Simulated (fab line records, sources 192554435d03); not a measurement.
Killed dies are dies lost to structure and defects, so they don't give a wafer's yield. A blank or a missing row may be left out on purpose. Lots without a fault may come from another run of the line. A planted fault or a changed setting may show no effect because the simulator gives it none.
Chamber matching | flow n5_finfet | N5_BEOL_M14_DEP_53 on pecvd-04: 3 sister chambers
The step deposits SiCN from 3MS/NH3, target thk 50 nm, time 17.8 s. 6 wafers are shown with their chamber, then 8 later ones without.

WAFERS WITH THEIR CHAMBER
wafer  | chamber | throttle_valve_pct (%) | showerhead_plenum_p_Torr (Torr)
L080.1 | 0       | 19.4                   | 4.166
L080.4 | 0       | 19.2                   | 4.175
L081.6 | 2       | 16.6                   | 4.176
L084.4 | 1       | 18.3                   | 4.133
L084.6 | 2       | 16.5                   | 4.177
L089.2 | 1       | 18.3                   | 4.124

WAFERS WITHOUT THEIR CHAMBER
wafer  | throttle_valve_pct (%) | showerhead_plenum_p_Torr (Torr)
L089.4 | 18.3                   | 4.133
L089.5 | 16.6                   | 4.172
L092.1 | 16.8                   | 4.179
L092.2 | 18.1                   | 4.126
L092.3 | 19.2                   | 4.166
L094.3 | 16.7                   | 4.177
L094.5 | 19.5                   | 4.155
L094.6 | 18.0                   | 4.129

WHICH CHAMBER EACH WENT THROUGH
wafer  | from the rows above | in truth
L089.4 | 1                   | 1
L089.5 | 2                   | 2
L092.1 | 2                   | 2
L092.2 | 1                   | 1
L092.3 | 0                   | 0
L094.3 | 2                   | 2
L094.5 | 0                   | 0
L094.6 | 1                   | 1
Placed correctly: 8 of 8. Can't be placed from these rows: 0. Placed wrongly: 0.
How it was worked out, from the rows above alone: a wafer's distance from a chamber is the root of the sum, over the readings, of the square of ((its reading less the chamber's mean) divided by the reading's scatter). The wafer belongs to the nearest chamber; if the next one is less than 2 further off, it can't be placed. A chamber's mean is the mean of its shown wafers. The scatter: the root of (the sum of the squares of (reading less its chamber's mean) over the shown wafers, divided by (wafers less chambers)).
